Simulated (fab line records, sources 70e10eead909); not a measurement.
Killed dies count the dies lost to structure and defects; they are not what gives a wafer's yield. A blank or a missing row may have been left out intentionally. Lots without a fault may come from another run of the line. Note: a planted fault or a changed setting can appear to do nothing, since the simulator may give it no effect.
fab line records	flow nand-harc
record: lots: 12	wafers: 35	last-day: 24
route steps=1159 shown A_SGD_CUT@763 A_SLIT@779 END@1159
lots untouched by any fault: they come from a run of this same line in which no faults occurred
start-h: hours from the record's first day to the start of the lot's first wafer shown	wait-h: hours since the lot's step before	" identical to the entry in the row above	L1.1+2: several wafers, shown together as one row	- no value, or no start given	* or withheld: withheld	< > ~ a bound
route shown NAME@n: names a module that has steps shown in the file, with the first one's number in the route	usual: mean/standard deviation of fault-free wafers	same: alike in all rows	chamber/n: place in a boat	sites: per-site readings	_std_site: the standard deviation of these	_edge_site: inner sites' mean taken away from outer sites' mean	radius-mm: for every site, how far away it sits from the centre of the wafer	mask NAME#n: copy n	behind: tool/chamber where the wafer was last shaped	hold: why the lot went on hold/how many hours it stayed there/how the hold came to an end	device: the n, p or np transistor that did not switch	end of line: the same wafers' tests at the end of the route	for a step that has no rows: nothing shown but its recipe	killed: dies lost to structure and defects at the first sort, not the wafer's yield	map: per-die view of a wafer (x killed, . not killed, _ where there is no die)
set.NAME: the setting the step ran with; set.NAME@STEP: the setting that earlier step ran with	model.NAME: the simulator's own value behind a step, which no gauge read
a sample of lots followed through the steps of the route, with each step as a table and each wafer as a row
services: the hour from which a tool's chamber was out of use, counted from the record's first day as start-h (under 0 if before that day), plus the number of hours and why
== steps ==
step: NHARC_A_SGD_CUT_ETCH_59
recipe: target-depth-a: 2600	over-etch-frac: 0.25	time-s: 406.25	ion-energy-ev: 200	n2-flow-sccm: 150	h2-flow-sccm: 150	ar-flow-sccm: 0	rf-w: 400	bias-w: 150	chemistry: N2/H2
usual: drypump-motor-current-A: 5.6/0.53	h2-flow-sccm: 150.0/0.42	n2-flow-sccm: 150.0/0.44	oes-product-au: 1.001/0.011	rf-vpp-V: 430.5/2.8	showerhead-plenum-p-Torr: 2.04/0.1	throttle-valve-pct: 14.172/0.0091
lot.wafer	tool	chamber	start-h	wait-h	drypump-motor-current-A	h2-flow-sccm	n2-flow-sccm	oes-product-au	rf-hours-counter-h	rf-vpp-V	showerhead-plenum-p-Torr	throttle-valve-pct
L875.1	rie-diel-01	3	-	-	6.8	150.5	149.7	0.979	16	428.0	1.94	14.184
L875.6	"	1	"	"	5.5	149.7	150.2	1.007	-	429.0	2.00	14.164
L875.5	"	2	"	"	4.9	149.0	149.7	1.016	-	432.8	2.12	14.169
L877.5	rie-diel-03	0	-	-	5.6	150.0	150.5	1.017	-	426.7	1.89	14.173
L877.4	"	1	"	"	6.1	149.4	150.6	1.005	-	427.4	1.93	14.179
L877.6	"	3	"	"	5.3	149.8	150.0	1.015	-	434.2	2.17	14.157
L878.1	rie-diel-03	3	-	-	5.3	150.2	149.7	1.016	8	432.9	2.17	14.179
L878.4	"	1	"	"	6.1	150.7	149.8	0.999	6	426.4	1.93	14.183
L878.6	"	0	"	"	5.6	149.8	149.4	1.022	-	427.0	1.89	14.186
L880.1	rie-diel-01	1	-	-	5.5	150.7	150.3	0.989	1	428.4	2.00	14.173
L880.2	"	3	"	"	6.8	150.4	149.7	0.984	1	427.3	1.94	14.169
L880.6	"	1	"	"	5.5	150.3	150.2	0.991	-	430.2	2.00	14.177
L885.2	rie-diel-11	1	-	-	5.3	150.1	151.3	1.011	16	429.2	1.97	14.181
L885.6	"	2	"	"	4.9	149.3	149.8	0.994	-	431.4	2.11	14.173
L881.1	rie-diel-11	2	-	-	4.9	149.9	149.5	0.994	16	431.9	2.11	14.163
L881.3	"	3	"	"	5.8	149.6	150.4	1.005	16	433.4	2.13	14.182
L881.5	"	2	"	"	4.9	150.3	150.2	0.994	-	432.4	2.11	14.185
L889.2	rie-diel-03	3	-	-	5.3	150.2	150.2	1.020	12	435.0	2.17	14.174
L889.3	"	1	"	"	6.1	149.3	150.3	0.995	10	427.9	1.93	14.174
L889.6	"	2	"	"	5.9	150.2	150.2	0.994	-	431.9	2.14	14.168
L891.3	rie-diel-03	0	-	-	5.6	150.4	149.7	1.002	0	426.9	1.89	14.177
L891.1	"	1	"	"	6.1	149.8	150.6	0.995	0	427.1	1.93	14.181
L891.6	"	0	"	"	5.6	149.7	149.6	1.002	-	425.9	1.89	14.146
L896.1	rie-diel-11	2	-	-	4.9	149.5	150.4	0.990	6	431.4	2.10	14.158
L896.3	"	3	"	"	5.8	151.3	149.7	1.014	6	431.9	2.13	14.167
L896.6	"	2	"	"	4.9	150.3	150.7	0.991	-	432.0	2.10	14.173
L895.2	rie-diel-03	3	-	-	5.3	150.1	149.3	1.010	2	435.3	2.17	14.162
L895.1	"	1	"	"	6.1	149.5	149.6	0.988	2	427.2	1.93	14.179
L895.5	"	3	"	"	5.3	150.0	149.7	0.996	-	433.7	2.17	14.176
L897.2	rie-diel-11	0	-	-	6.3	149.3	149.5	0.988	6	431.9	2.11	14.153
L897.1	"	3	"	"	5.8	149.4	149.3	0.998	7	432.0	2.13	14.172
L897.6	"	0	"	"	6.3	149.8	148.6	0.992	-	433.4	2.11	14.167
L898.4	rie-diel-03	0	-	-	5.6	150.3	150.0	0.995	5	425.9	1.89	14.172
L898.3	"	1	"	"	6.1	149.8	149.7	1.000	5	427.4	1.93	14.175
L898.6	"	3	"	"	5.3	149.7	150.0	1.022	-	433.9	2.17	14.159
step: NHARC_A_SGD_CUT_STRIP_17
recipe: o2-flow-sccm: 500	ar-flow-sccm: 0	bias-w: 0	chemistry: O2
usual: drypump-motor-current-A: 5.6/0.53	oes-product-au: 1.002/0.012	rf-vpp-V: 57.8/0.98	showerhead-plenum-p-Torr: 3.53/0.16	throttle-valve-pct: 17.037/0.0084
lot.wafer	tool	chamber	start-h	wait-h	drypump-motor-current-A	oes-product-au	rf-hours-counter-h	rf-vpp-V	showerhead-plenum-p-Torr	throttle-valve-pct
L875.1	rie-diel-01	2	-	-	4.9	1.015	17	59.1	3.65	17.019
L875.5	"	1	"	"	5.6	1.010	-	59.4	3.46	17.037
L875.6	"	2	"	"	5.0	1.018	-	56.9	3.65	17.052
L877.6	rie-diel-03	0	-	-	5.6	1.018	-	57.9	3.30	17.039
L877.4	"	1	"	"	6.1	0.994	-	56.3	3.35	17.037
L877.5	"	3	"	"	5.3	1.006	-	57.4	3.73	17.032
L878.4	rie-diel-03	2	-	-	5.9	0.991	7	57.1	3.69	17.044
L878.1	"	0	"	"	5.6	1.017	8	56.9	3.30	17.027
L878.6	"	2	"	"	5.9	1.010	-	57.4	3.69	17.028
L880.2	rie-diel-01	2	-	-	5.0	0.987	1	57.4	3.65	17.037
L880.1	"	3	"	"	6.8	0.987	1	57.6	3.37	17.043
L880.6	"	0	"	"	5.1	1.003	-	56.8	3.31	17.038
L885.2	rie-diel-11	2	-	-	4.9	0.999	15	57.7	3.63	17.037
L885.6	"	3	"	"	5.8	1.009	-	58.7	3.67	17.041
L881.1	rie-diel-11	0	-	-	6.3	1.002	16	57.4	3.64	17.036
L881.3	"	1	"	"	5.3	0.997	16	58.5	3.42	17.026
L881.5	"	2	"	"	4.9	0.995	-	57.2	3.63	17.030
L889.2	rie-diel-03	1	-	-	6.1	0.993	10	56.9	3.35	17.043
L889.3	"	2	"	"	5.9	1.003	10	58.6	3.68	17.035
L889.6	"	0	"	"	5.6	1.023	-	56.5	3.30	17.042
L891.1	rie-diel-03	3	-	-	5.3	0.997	0	58.4	3.73	17.026
L891.3	"	1	"	"	6.1	0.997	0	58.1	3.35	17.020
L891.6	"	0	"	"	5.6	0.996	-	56.8	3.30	17.045
L896.1	rie-diel-11	0	-	-	6.3	0.983	4	58.0	3.64	17.044
L896.3	"	1	"	"	5.3	0.989	6	57.4	3.42	17.028
L896.6	"	0	"	"	6.3	0.971	-	59.0	3.64	17.056
L895.2	rie-diel-03	3	-	-	5.3	1.004	2	58.9	3.73	17.034
L895.1	"	1	"	"	6.1	0.993	2	57.8	3.35	17.032
L895.5	"	3	"	"	5.3	1.010	-	57.2	3.73	17.037
L897.2	rie-diel-11	2	-	-	4.9	0.999	8	58.8	3.63	17.043
L897.1	"	0	"	"	6.3	0.997	6	57.3	3.64	17.044
L897.6	"	3	"	"	5.8	1.011	-	57.6	3.66	17.044
L898.4	rie-diel-03	2	-	-	5.9	1.000	5	58.7	3.68	17.024
L898.3	"	3	"	"	5.3	1.005	5	59.3	3.72	17.046
L898.6	"	2	"	"	6.0	1.010	-	58.0	3.68	17.039
step: NHARC_A_SGD_CUT_DEP_20
recipe: target-thk-a: 1500	temp-c: 65	material: SiO2
lot.wafer	tool	chamber	start-h	wait-h
L875.1+6+5	fcvd-02	1,0,1	302.28	-
L877.4+5+6	fcvd-02	0,0,1	316.07	-
L878.1+4+6	fcvd-01	1,0,1	326.79	-
L880.1+2+6	fcvd-02	0,1,1	335.44	-
L885.2+6	fcvd-02	0,1	361.20	-
L881.1+3+5	fcvd-02	1,0,0	364.07	-
L889.2+3+6	fcvd-01	0,1,1	392.30	-
L891.1+3+6	fcvd-01	0,1,0	404.50	-
L896.1+3+6	fcvd-01	0,0,1	426.76	-
L895.1+2+5	fcvd-02	0,1,1	427.05	-
L897.2+1+6	fcvd-01	1,0,1	450.44	-
L898.4+3+6	fcvd-02	0,1,1	451.13	-
step: NHARC_A_SGD_CUT_CMP_21
recipe: target-thk-nm: 148.19
usual: motor-current-A: 12.0/1	time-to-endpoint-s: 49/3.8
lot.wafer	tool	chamber	start-h	wait-h	motor-current-A	time-to-endpoint-s
L875.1	cmp-01	0	306.05	0.4	11.8	47
L875.5	"	3	"	"	12.8	50
L875.6	"	0	"	"	12.0	50
L877.4	cmp-02	2	325.38	0.4	10.4	47
L877.6	"	0	"	"	11.3	51
L877.5	"	1	"	"	11.5	43
L878.1	cmp-04	2	330.66	0.5	12.3	42
L878.4	"	0	"	"	13.9	50
L878.6	"	2	"	"	12.1	44
L880.2	cmp-04	0	341.45	0.4	13.8	49
L880.1	"	1	"	"	10.9	48
L880.6	"	0	"	"	13.7	18
L885.2	cmp-04	2	364.25	0.4	13.2	42
L885.6	"	2	"	"	11.9	13
L881.1	cmp-01	3	368.41	0.4	13.2	53
L881.3	"	1	"	"	12.5	13
L881.5	"	3	"	"	13.2	52
L889.2	cmp-04	2	396.22	0.5	12.6	46
L889.3	"	0	"	"	13.4	54
L889.6	"	3	"	"	10.7	47
L891.1	cmp-01	1	409.03	0.4	11.5	46
L891.3	"	2	"	"	12.3	48
L891.6	"	2	"	"	11.8	46
L896.3	cmp-02	0	437.29	0.4	11.0	48
L896.1	"	2	"	"	9.9	40
L896.6	"	1	"	"	11.5	43
L895.2	cmp-01	3	437.29	0.4	12.7	54
L895.1	"	0	"	"	11.7	52
L895.5	"	0	"	"	11.9	53
L897.2	cmp-01	3	455.21	0.4	12.6	53
L897.1	"	0	"	"	11.0	54
L897.6	"	3	"	"	12.8	53
L898.4	cmp-04	0	455.23	0.4	14.1	52
L898.3	"	2	"	"	12.2	44
L898.6	"	3	"	"	10.7	43
step: NHARC_A_SGD_CUT_THK_MEAS_22
recipe: thk-meas-gauge: ellipsometry
usual: thk-nm: 148.1/1.7
lot.wafer	tool	chamber	start-h	wait-h	thk-nm
L875.1	film-metro-02	-	306.29	0.2	149.4
L875.5	"	-	"	"	148.5
L875.6	"	-	"	"	148.6
L877.4	film-metro-01	-	325.59	0.2	147.7
L877.5	"	-	"	"	150.0
L877.6	"	-	"	"	149.2
L878.1	film-metro-02	-	330.89	0.2	147.1
L878.4	"	-	"	"	149.0
L878.6	"	-	"	"	146.8
L880.1	film-metro-02	-	341.71	0.2	148.0
L880.2	"	-	"	"	149.1
L880.6	"	-	"	"	53.5
L885.2	film-metro-01	-	364.48	0.2	147.8
L885.6	"	-	"	"	48.8
L881.1	film-metro-02	-	368.66	0.2	150.1
L881.3	"	-	"	"	48.3
L881.5	"	-	"	"	146.7
L889.2	film-metro-01	-	396.49	0.2	148.8
L889.3	"	-	"	"	147.3
L889.6	"	-	"	"	145.7
L891.1	film-metro-01	-	409.28	0.2	147.7
L891.3	"	-	"	"	149.5
L891.6	"	-	"	"	147.9
L896.1	film-metro-01	-	437.55	0.2	147.9
L896.3	"	-	"	"	148.7
L896.6	"	-	"	"	145.0
L895.1	film-metro-02	-	437.55	0.2	148.9
L895.2	"	-	"	"	147.6
L895.5	"	-	"	"	149.7
L898.3	film-metro-02	-	455.46	0.2	146.5
L898.4	"	-	"	"	146.5
L898.6	"	-	"	"	143.3
L897.1	film-metro-01	-	455.46	0.2	147.2
L897.2	"	-	"	"	150.6
L897.6	"	-	"	"	149.9
step: NHARC_A_SLIT_DEP_25
recipe: target-thk-a: 2000	temp-c: 400	pressure-torr: 6.5	rf-w: 900	teos-flow-sccm: 161.4	flow-sccm: 2650	target-thk-nm: 200	gas: O2	material: SiO2
usual: heater-power-w: 608/120	throttle-valve-pct: 16.1/0.43
lot.wafer	tool	chamber	start-h	wait-h	heater-power-w	throttle-valve-pct
L875.1	pecvd-04	0	306.87	0.1	733	16.7
L875.6	"	2	"	"	515	16.7
L875.5	"	1	"	"	594	16.2
L877.4	pecvd-01	1	326.37	0.2	540	16.0
L877.6	"	2	"	"	505	15.6
L877.5	"	1	"	"	544	16.2
L878.1	pecvd-04	1	331.55	0.2	651	16.0
L878.6	"	1	"	"	677	16.3
L878.4	"	2	"	"	560	16.1
L880.1	pecvd-04	1	342.59	0.4	674	16.3
L880.2	"	2	"	"	541	16.8
L880.6	"	0	"	"	833	16.9
L885.2	pecvd-02	2	365.29	0.1	592	16.1
L885.6	"	1	"	"	792	15.8
L881.1	pecvd-01	0	369.19	0.1	544	16.7
L881.3	"	2	"	"	492	15.6
L881.5	"	2	"	"	477	15.5
L889.3	pecvd-02	2	397.18	0.1	679	16.4
L889.2	"	0	"	"	414	15.7
L889.6	"	2	"	"	661	16.3
L891.1	pecvd-02	2	409.81	0.1	539	16.6
L891.3	"	1	"	"	734	15.8
L891.6	"	2	"	"	565	16.1
L896.3	pecvd-04	0	438.08	0.1	851	16.0
L896.1	"	1	"	"	634	16.0
L896.6	"	1	"	"	668	16.1
L895.1	pecvd-02	0	438.09	0.1	473	16.0
L895.2	"	1	"	"	740	15.7
L895.5	"	2	"	"	656	16.4
L897.1	pecvd-01	0	455.99	0.1	515	16.7
L897.2	"	2	"	"	457	15.4
L897.6	"	2	"	"	465	15.8
L898.3	pecvd-04	1	456.07	0.1	611	15.9
L898.4	"	2	"	"	566	15.8
L898.6	"	1	"	"	625	16.2
step: NHARC_END_SORT_01
recipe: temp-c: 25
usual: killed-at-array: 28/10	killed-at-other: 0.6/1.1	killed-at-periphery: 3.6/2.6	killed-dies: 32/10	killed-open: 3.3/1.8	killed-short: 1.9/1.4
same: gross-dies: 677
lot.wafer	tool	chamber	start-h	wait-h	killed-at-array	killed-at-other	killed-at-periphery	killed-dies	killed-open	killed-short
L889.2	prober-02	0	535.17	2.8	43	1	2	46	3	1
L889.3	prober-02	0	535.97	3.1	51	1	1	53	2	1
L889.6	prober-02	0	538.37	4.0	49	0	1	50	7	1
killed by level:class
L889.2 A_CHANNEL_HOLE_D1:chamber-film-flake=15 A_SLIT:chamber-film-flake=11 A_CONTACT:chamber-film-flake=7 A_CONTACT:geometric-particle:open=2 A_CHANNEL_FILL_D1:chamber-film-flake=2 A_STAIRCASE:chamber-film-flake=2 A_WL_FILL:chamber-film-flake=2 P_CONTACT:geometric-particle:open=1
L889.3 A_CHANNEL_HOLE_D1:chamber-film-flake=22 A_SLIT:chamber-film-flake=12 A_CONTACT:chamber-film-flake=11 A_CHANNEL_FILL_D1:chamber-film-flake=2 A_CHANNEL_FILL_D1:geometric-particle:short=1 A_SGD_CUT:geometric-particle:open=1 A_CONTACT:geometric-particle:open=1 P_BONDPAD:chamber-film-flake=1
L889.6 A_CHANNEL_HOLE_D1:chamber-film-flake=19 A_SLIT:chamber-film-flake=11 A_CONTACT:chamber-film-flake=10 A_ONON_D1:geometric-particle:open=2 A_CONTACT:geometric-particle:open=2 P_M0:geometric-particle:open=1 A_SOURCE_PLATE:geometric-particle:short=1 A_BLC:geometric-particle:open=1
== services ==
tool	chamber	start-h	hours	kind
cmp-01	-	277.53	4.0	pm
fcvd-01	-	292.00	13.0	pm
cmp-04	-	301.00	4.0	pm
rie-diel-11	2	301.84	5.4	repair
cmp-01	-	309.10	3.3	repair
rie-diel-03	2	311.84	4.6	repair
cmp-01	-	340.25	4.6	repair
cmp-01	-	364.91	1.1	repair
rie-diel-11	-	366.50	9.0	pm
fcvd-01	-	366.80	0.7	repair
fcvd-02	-	374.49	0.6	repair
cmp-01	-	375.53	4.0	pm
fcvd-02	-	376.00	13.0	pm
pecvd-04	-	376.37	13.0	pm
rie-diel-11	0	383.97	8.5	repair
cmp-04	-	391.42	0.4	repair
rie-diel-03	-	392.30	9.0	pm
pecvd-04	-	393.66	0.8	repair
cmp-04	-	394.50	0.7	repair
cmp-04	-	399.00	4.0	pm
cmp-01	-	402.80	0.6	repair
cmp-04	-	405.77	2.6	repair
cmp-01	-	414.53	0.4	repair
cmp-01	-	439.44	1.6	repair
== key ==
first-sign: step: NHARC_A_SGD_CUT_CMP_21	reading: time-to-endpoint-s	direction: down	sigmas: 9	usual: *	struck: *
effect: step: NHARC_A_SGD_CUT_THK_MEAS_22	reading: thk-nm	direction: down	sigmas: 57	usual: 148.1	struck: 50.2
met-at NHARC_A_SGD_CUT_DEP_20
struck-lots L880,L881,L885
struck-wafers L880.6,L881.3,L885.6
sort-left-out L885.6
tester-left-out L880,L881,L885
not-acting-at NHARC_A_SGD_CUT_ETCH_59,NHARC_A_SGD_CUT_STRIP_17,NHARC_A_SLIT_DEP_25
onset-between 316.07 335.44
fault: kind: process-parameter-drift	tool: fcvd-02	chamber: -	onset-h: 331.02	steps: NHARC_A_SGD_CUT_DEP_20	channel: target-thk-a	offset: *	shape: step	end-h: 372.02	scope: struck-wafers-only	stated: *
tester-left-out: of these lots the tester's yield and bins aren't shown, on N5 and GAA mostly nor the transistor test; their killed dies are dies lost to structure and defects alone, not to doping, threshold or leakage, so they don't give the yield
sort-left-out: the simulated sort isn't trusted on such a fault, so these wafers' sort isn't shown, and their yield isn't known
